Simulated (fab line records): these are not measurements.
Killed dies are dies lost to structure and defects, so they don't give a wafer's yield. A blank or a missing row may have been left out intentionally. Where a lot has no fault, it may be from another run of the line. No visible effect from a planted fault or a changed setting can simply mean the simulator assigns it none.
Split-lot experiment || flow n5_finfet || on a route of 1938 steps: 7 lots, 21 wafers read

== ABOUT THE SPLIT ==
At N5_BEOL_M14_COAT_22 (resist thk 300 nm), the setting spin_rpm was moved away from the recipe's 2888 rpm on 9 of the 21 wafers read, by -11.1% to +8.0%. For the rest of the wafers, this setting stayed at what the recipe calls for.

The reading comes from the split's own step.

== THE READING ==
coat_of_BEOL_M14_COAT_22.thk_nm (the simulator's own value, which no gauge read), in nm, at N5_BEOL_M14_COAT_22 (resist thk 300 nm). The file does not state a usual value for it. The 12 wafers here that ran the recipe average 300.2 nm, standard deviation 1.1 nm.

{"wafer": "L076.3", "tool, chamber at the split": "litho_track-03, 0", "spin_rpm as run, rpm": 2888, "against the recipe": "recipe", "coat_of_BEOL_M14_COAT_22.thk_nm, nm": 300.8, "against lot-mates on the recipe": "-"}
{"wafer": "L076.4", "tool, chamber at the split": "litho_track-03, 0", "spin_rpm as run, rpm": 2574, "against the recipe": "-10.9%", "coat_of_BEOL_M14_COAT_22.thk_nm, nm": 317.8, "against lot-mates on the recipe": "+17.2"}
{"wafer": "L076.6", "tool, chamber at the split": "litho_track-03, 0", "spin_rpm as run, rpm": 2888, "against the recipe": "recipe", "coat_of_BEOL_M14_COAT_22.thk_nm, nm": 300.4, "against lot-mates on the recipe": "-"}
{"wafer": "L090.1", "tool, chamber at the split": "litho_track-03, 0", "spin_rpm as run, rpm": 3119, "against the recipe": "+8.0%", "coat_of_BEOL_M14_COAT_22.thk_nm, nm": 288.6, "against lot-mates on the recipe": -11.0}
{"wafer": "L090.2", "tool, chamber at the split": "litho_track-03, 0", "spin_rpm as run, rpm": 2888, "against the recipe": "recipe", "coat_of_BEOL_M14_COAT_22.thk_nm, nm": 299.8, "against lot-mates on the recipe": "-"}
{"wafer": "L090.3", "tool, chamber at the split": "litho_track-03, 0", "spin_rpm as run, rpm": 2888, "against the recipe": "recipe", "coat_of_BEOL_M14_COAT_22.thk_nm, nm": 299.4, "against lot-mates on the recipe": "-"}
{"wafer": "L092.1", "tool, chamber at the split": "litho_track-04, 0", "spin_rpm as run, rpm": 2888, "against the recipe": "recipe", "coat_of_BEOL_M14_COAT_22.thk_nm, nm": 301.8, "against lot-mates on the recipe": "-"}
{"wafer": "L092.5", "tool, chamber at the split": "litho_track-04, 0", "spin_rpm as run, rpm": 2888, "against the recipe": "recipe", "coat_of_BEOL_M14_COAT_22.thk_nm, nm": 301.2, "against lot-mates on the recipe": "-"}
{"wafer": "L092.6", "tool, chamber at the split": "litho_track-04, 0", "spin_rpm as run, rpm": 2888, "against the recipe": "recipe", "coat_of_BEOL_M14_COAT_22.thk_nm, nm": 301.6, "against lot-mates on the recipe": "-"}
{"wafer": "L094.2", "tool, chamber at the split": "litho_track-05, 0", "spin_rpm as run, rpm": 2624, "against the recipe": "-9.1%", "coat_of_BEOL_M14_COAT_22.thk_nm, nm": 313.8, "against lot-mates on the recipe": "+14.6"}
{"wafer": "L094.3", "tool, chamber at the split": "litho_track-05, 0", "spin_rpm as run, rpm": 2624, "against the recipe": "-9.1%", "coat_of_BEOL_M14_COAT_22.thk_nm, nm": 314.8, "against lot-mates on the recipe": "+15.6"}
{"wafer": "L094.6", "tool, chamber at the split": "litho_track-05, 0", "spin_rpm as run, rpm": 2888, "against the recipe": "recipe", "coat_of_BEOL_M14_COAT_22.thk_nm, nm": 299.2, "against lot-mates on the recipe": "-"}
{"wafer": "L091.1", "tool, chamber at the split": "litho_track-04, 0", "spin_rpm as run, rpm": 2568, "against the recipe": "-11.1%", "coat_of_BEOL_M14_COAT_22.thk_nm, nm": 318, "against lot-mates on the recipe": "+17.8"}
{"wafer": "L091.3", "tool, chamber at the split": "litho_track-04, 0", "spin_rpm as run, rpm": 2568, "against the recipe": "-11.1%", "coat_of_BEOL_M14_COAT_22.thk_nm, nm": 319.6, "against lot-mates on the recipe": "+19.4"}
{"wafer": "L091.6", "tool, chamber at the split": "litho_track-04, 0", "spin_rpm as run, rpm": 2888, "against the recipe": "recipe", "coat_of_BEOL_M14_COAT_22.thk_nm, nm": 300.2, "against lot-mates on the recipe": "-"}
{"wafer": "L095.4", "tool, chamber at the split": "litho_track-03, 0", "spin_rpm as run, rpm": 2888, "against the recipe": "recipe", "coat_of_BEOL_M14_COAT_22.thk_nm, nm": 300.2, "against lot-mates on the recipe": "-"}
{"wafer": "L095.6", "tool, chamber at the split": "litho_track-03, 0", "spin_rpm as run, rpm": 2888, "against the recipe": "recipe", "coat_of_BEOL_M14_COAT_22.thk_nm, nm": 300.2, "against lot-mates on the recipe": "-"}
{"wafer": "L095.5", "tool, chamber at the split": "litho_track-03, 0", "spin_rpm as run, rpm": 2637, "against the recipe": "-8.7%", "coat_of_BEOL_M14_COAT_22.thk_nm, nm": 314.2, "against lot-mates on the recipe": "+14.0"}
{"wafer": "L096.1", "tool, chamber at the split": "litho_track-05, 0", "spin_rpm as run, rpm": 2748, "against the recipe": "-4.8%", "coat_of_BEOL_M14_COAT_22.thk_nm, nm": 306.2, "against lot-mates on the recipe": "+8.4"}
{"wafer": "L096.3", "tool, chamber at the split": "litho_track-05, 0", "spin_rpm as run, rpm": 2888, "against the recipe": "recipe", "coat_of_BEOL_M14_COAT_22.thk_nm, nm": 297.8, "against lot-mates on the recipe": "-"}
{"wafer": "L096.4", "tool, chamber at the split": "litho_track-05, 0", "spin_rpm as run, rpm": 2748, "against the recipe": "-4.8%", "coat_of_BEOL_M14_COAT_22.thk_nm, nm": 306, "against lot-mates on the recipe": "+8.2"}

THE FIT
A straight line over all 21 wafers: coat_of_BEOL_M14_COAT_22.thk_nm changes by -1.58 nm for each +1% of spin_rpm; r = -0.99; the points scatter about the line by 1.2 nm.
The same after taking each lot's own level away (the mean of its wafers on the recipe; 21 wafers): -1.6 nm for each +1%; r = -1.00; scatter 0.59 nm.
The reading moves by 18 nm for the largest change in spin_rpm, on that fit.
The lots' own levels span 297.80 to 301.53 nm, that is 3.5 times the standard deviation above.
The two slopes agree, so the slope changes little with the lot-to-lot level.
Check: with one of the wafers moved furthest among these (-11.1%) left out of the fit, the line predicts +18.1 nm for it against its lot-mates. Against them it came out at +17.8 nm.

== ADDITIONAL SPLITS CARRIED BY THESE WAFERS ==
Other splits were also applied to these wafers ahead of the reading. Each is held against what the fit with the lots' levels taken away leaves over:
{"other split on the same wafers": "N5_BEOL_M13_SPUTTER_44 power_w", "wafers away from the commonest value": 4, "r with coat_of_BEOL_M14_COAT_22.thk_nm (lot level and that fit taken away)": "+0.07"}

== FILE'S OWN FIT ==
coat_of_BEOL_M14_COAT_22.thk_nm changes by -1.6 nm for each +1% of spin_rpm, r = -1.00.
